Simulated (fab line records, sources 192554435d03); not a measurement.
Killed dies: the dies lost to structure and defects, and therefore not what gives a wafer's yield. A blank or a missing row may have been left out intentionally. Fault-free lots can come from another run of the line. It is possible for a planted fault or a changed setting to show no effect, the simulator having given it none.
Matching of chambers :: flow n5 finfet :: pecvd-01 running N5_BEOL_M5_PECVD_70: 3 sister chambers
The step deposits SiO2 from TEOS/O2, target thk 16 nm, time 18 s. 6 wafers are shown with their chamber, then 7 later ones without.

WAFERS, EACH WITH ITS CHAMBER
wafer: L075.6
chamber: 2
throttle valve pct (%): 22.6
showerhead plenum p Torr (Torr): 8.85

wafer: L084.2
chamber: 1
throttle valve pct (%): 24.8
showerhead plenum p Torr (Torr): 8.88

wafer: L084.4
chamber: 1
throttle valve pct (%): 24.4
showerhead plenum p Torr (Torr): 8.88

wafer: L084.5
chamber: 2
throttle valve pct (%): 20.7
showerhead plenum p Torr (Torr): 8.82

wafer: L087.1
chamber: 0
throttle valve pct (%): 21.7
showerhead plenum p Torr (Torr): 8.84

wafer: L087.4
chamber: 0
throttle valve pct (%): 21.4
showerhead plenum p Torr (Torr): 8.85

WAFERS WITHOUT THEIR CHAMBER
wafer: L087.6
throttle valve pct (%): 24.8
showerhead plenum p Torr (Torr): 8.88

wafer: L093.3
throttle valve pct (%): 21.0
showerhead plenum p Torr (Torr): 8.82

wafer: L093.4
throttle valve pct (%): 24.6
showerhead plenum p Torr (Torr): 8.88

wafer: L093.5
throttle valve pct (%): 21.6
showerhead plenum p Torr (Torr): 8.84

wafer: L091.1
throttle valve pct (%): 20.9
showerhead plenum p Torr (Torr): 8.82

wafer: L091.3
throttle valve pct (%): 21.6
showerhead plenum p Torr (Torr): 8.81

wafer: L091.6
throttle valve pct (%): 20.9
showerhead plenum p Torr (Torr): 8.84

THE CHAMBER EACH PASSED THROUGH
wafer: L087.6
from the rows above: 1
in truth: 1

wafer: L093.3
from the rows above: can't be placed: 2 or 0
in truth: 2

wafer: L093.4
from the rows above: 1
in truth: 1

wafer: L093.5
from the rows above: can't be placed: 2 or 0
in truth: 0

wafer: L091.1
from the rows above: can't be placed: 2 or 0
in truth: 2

wafer: L091.3
from the rows above: can't be placed: 2 or 0
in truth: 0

wafer: L091.6
from the rows above: can't be placed: 0 or 2
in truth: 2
Placed correctly: 2 of 7. Cannot be placed on the basis of these rows: 5; the candidates contain the true chamber in 5. 0 placed wrongly.
How it was worked out, from the rows above alone: a wafer's distance from a chamber is the root of the sum, over the readings, of the square of ((its reading less the chamber's mean) divided by the reading's scatter). If the next closest chamber is less than 2 further off than the closest, the wafer can't be placed; otherwise it belongs to the closest. For every chamber, the mean is computed from those of its wafers that are shown. The scatter: take each reading less its chamber's mean, square it, sum over the shown wafers, divide by the number of wafers less the number of chambers, and take the root.
